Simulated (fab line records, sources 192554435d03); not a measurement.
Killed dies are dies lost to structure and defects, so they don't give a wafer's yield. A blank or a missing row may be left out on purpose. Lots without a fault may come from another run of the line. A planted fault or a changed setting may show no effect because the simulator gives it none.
Chamber matching | flow n5_finfet | N5_BEOL_M1_ETCH_63 on rie_diel-06: 4 sister chambers
The step etches SiARC in CF4, target depth 15.6 nm, time 26 s. 8 wafers are shown with their chamber, then 10 later ones without.

WAFERS WITH THEIR CHAMBER
wafer  | chamber | drypump_motor_current_A (A) | throttle_valve_pct (%)
L078.5 | 1       | 5.8                         | 15.52
L082.2 | 0       | 4.9                         | 16.19
L082.3 | 2       | 6.4                         | 15.58
L084.1 | 2       | 6.3                         | 15.60
L084.3 | 0       | 4.9                         | 16.22
L087.5 | 3       | 6.3                         | 15.67
L088.1 | 1       | 5.8                         | 15.56
L088.3 | 3       | 6.3                         | 15.65

WAFERS WITHOUT THEIR CHAMBER
wafer  | drypump_motor_current_A (A) | throttle_valve_pct (%)
L088.4 | 5.8                         | 15.56
L090.1 | 6.4                         | 15.61
L090.2 | 5.8                         | 15.58
L090.5 | 6.3                         | 15.68
L093.1 | 6.3                         | 15.61
L093.3 | 6.3                         | 15.68
L093.6 | 6.3                         | 15.68
L096.1 | 6.3                         | 15.62
L096.3 | 4.9                         | 15.71
L096.5 | 6.4                         | 15.62

WHICH CHAMBER EACH WENT THROUGH
wafer  | from the rows above     | in truth
L088.4 | 1                       | 1
L090.1 | 2                       | 2
L090.2 | 1                       | 1
L090.5 | 3                       | 3
L093.1 | can't be placed: 2 or 3 | 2
L093.3 | 3                       | 3
L093.6 | 3                       | 3
L096.1 | can't be placed: 3 or 2 | 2
L096.3 | 0                       | 0
L096.5 | can't be placed: 2 or 3 | 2
Placed correctly: 7 of 10. Can't be placed from these rows: 3 (the true chamber is among the candidates in 3). Placed wrongly: 0.
How it was worked out, from the rows above alone: a wafer's distance from a chamber is the root of the sum, over the readings, of the square of ((its reading less the chamber's mean) divided by the reading's scatter). The wafer belongs to the nearest chamber; if the next one is less than 2 further off, it can't be placed. A chamber's mean is the mean of its shown wafers. The scatter: the root of (the sum of the squares of (reading less its chamber's mean) over the shown wafers, divided by (wafers less chambers)).
